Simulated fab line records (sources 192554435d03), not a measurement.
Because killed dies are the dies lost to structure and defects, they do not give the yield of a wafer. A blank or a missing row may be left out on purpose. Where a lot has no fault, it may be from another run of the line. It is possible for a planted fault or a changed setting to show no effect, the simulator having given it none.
Struck lot and sound lot, side by side | flow n5-finfet | 40 out of 1938 route steps
Sound: these wafers, L600.1, L600.2, L600.4. Struck: wafers L603.2, L603.5 (left out: L603.6, a lot-mate that was not struck); the cause follows at the end.
Each step with rows lists, per side, the tool, then ch with its chambers, then its first start. Under that, the readings that differ: sound wafers | struck wafers | difference of the means | sigmas: that difference in standard deviations of wafers without a fault.
alike: words and numbers the same on both sides, and readings whose means are apart by under 2 such deviations; not compared: readings that were withheld, readings missing a value for some wafer, numbers with overlapping values and no deviation given by the record, and bounds like >300 which may hide the same value.
Wherever a step has rows on one side only, a row that says differs or no value, or a row with sigmas, the two part there. Non-overlapping numbers with no deviation appear without sigmas and do not part them. Lack of a reading on every wafer of one side parts them only where that side has two or more wafers.

first, 11 steps without rows for these wafers: N5_HKMG_FIN_DESCUM_17 (chemistry O2, time 7.9 s); N5_HKMG_FIN_ETCH_31 (etches SiARC in CF4, target depth 45.5 nm, time 75.8 s); N5_HKMG_FIN_ETCH_32 (etches SOC in N2/H2, target depth 240 nm, time 300 s); N5_HKMG_FIN_STRIP_33 (strips in N2/H2); N5_HKMG_FIN_STRIP_34 (strips in CF4); N5_HKMG_FIN_ETCH_35 (etches SOC in N2/H2, target depth 215.8 nm, time 243.4 s); N5_HKMG_FIN_STRIP_92 (strips SOC in N2/H2, time 20 s); N5_HKMG_FIN_WET_ETCH_18 (etches TiN in SC1, time 55 s, target depth 5.2 nm, rinse time 30 s); N5_HKMG_FIN_STRIP_19 (strips in N2/H2, time 360 s); N5_HKMG_FIN_ALD_91 (deposits TiN, target thk 1 nm, pulse time 1 s, purge time 3 s); N5_HKMG_FIN_COAT_85 (time 60 s, resist thk 300 nm).
N5_HKMG_FIN_ETCH_86: etches SOC in N2/H2, stops on TiN, target depth 393.2 nm.
  sound on rie-diel-02 ch 0,1,2, day 6 21:28; struck on rie-diel-05 ch 3, day 7 17:10
  alike: bias-w, drypump-motor-current-A, oes-product-au, rf-vpp-V, showerhead-plenum-p-Torr, throttle-valve-pct
  not compared: rf-hours-counter-h
then, 27 steps without rows for these wafers: N5_HKMG_FIN_STRIP_89 (strips SOC in N2/H2, time 20 s); N5_HKMG_FIN_WET_ETCH_87 (etches TiN in SC1, time 154.2 s, target depth 4.7 nm, rinse time 30 s); N5_HKMG_FIN_STRIP_88 (strips in N2/H2, time 360 s); N5_HKMG_FIN_NWFM_ALD_20 (deposits TiAlC, target thk 2 nm, pulse time 3 s, purge time 2 s); N5_HKMG_FIN_ALD_71 (deposits TiN, target thk 1 nm, pulse time 1 s, purge time 3 s); N5_HKMG_FIN_COAT_66 (time 60 s, resist thk 300 nm); N5_HKMG_FIN_ETCH_67 (etches SOC in N2/H2, stops on TiN, target depth 388.9 nm); N5_HKMG_FIN_STRIP_90 (strips SOC in N2/H2, time 20 s); N5_HKMG_FIN_WET_ETCH_73 (etches the open film in SC1, time 42.3 s, target depth 1.3 nm, rinse time 30 s); N5_HKMG_FIN_ETCHBACK_68 (etches the open film in Cl2/Ar, stops on HfO2, target depth 0.5 nm); N5_HKMG_FIN_STRIP_69 (strips in N2/H2, time 360 s); N5_HKMG_FIN_ALD_21 (deposits TiN, target thk 1.5 nm, pulse time 1 s, purge time 3 s); N5_HKMG_FIN_ALD_72 (deposits W, target thk 2 nm, pulse time 1 s, purge time 2 s); N5_HKMG_FIN_W_FILL_22 (material W, target thk 60 nm, time 18.2 s); N5_HKMG_FIN_PRECLEAN_83 (cleans in DIW, time 57.5 s); N5_HKMG_FIN_SRD_84 (dry time 32 s); N5_HKMG_FIN_CMP_23 (polishes, stops on SiNx, t overpolish 10 s, target thk 46.326 nm); N5_HKMG_FIN_CMP_94 (polishes, stops on SiNx, t overpolish 4.7 s, target thk 43.299 nm); N5_GATE_CUT_ETCHBACK_00 (etches W in SF6/Cl2); N5_GATE_CUT_ETCH_56 (etches TiN in Cl2/Ar, target depth 21.6 nm); N5_GATE_CUT_ETCHBACK_30 (etches TiN in Cl2/Ar, target depth 3 nm); N5_GATE_CUT_VAPOR_ETCH_60 (etches HfO2 in BCl3/Cl2); N5_GATE_CUT_ETCH_58 (etches SiNx in CH3F/O2, target depth 17 nm, time 128.6 s); N5_GATE_CUT_STRIP_59 (strips in N2/H2, time 20 s); N5_GATE_CUT_PRECLEAN_31 (cleans in DIW, time 300 s); N5_GATE_CUT_SRD_32 (time 30 s); N5_GATE_CUT_SAC_CAP_01 (material SiNx, target thk 24 nm, pulse time 1 s, ald cycles 480).
-- here the record skips 8 days between the struck wafers' starts before and after, leaving off in module GATE_CUT and picking up in module PASSIVATION (first step shown: number 1936 of the route) --
N5_PASSIVATION_PROBE_49:
  the record has rows for the struck wafers here (prober-02, day 15 20:45) and none for the sound ones

== WHERE THEY PART ==
Only at N5_PASSIVATION_PROBE_49, as far as this record shows.

WHY: what had been put in by the simulator
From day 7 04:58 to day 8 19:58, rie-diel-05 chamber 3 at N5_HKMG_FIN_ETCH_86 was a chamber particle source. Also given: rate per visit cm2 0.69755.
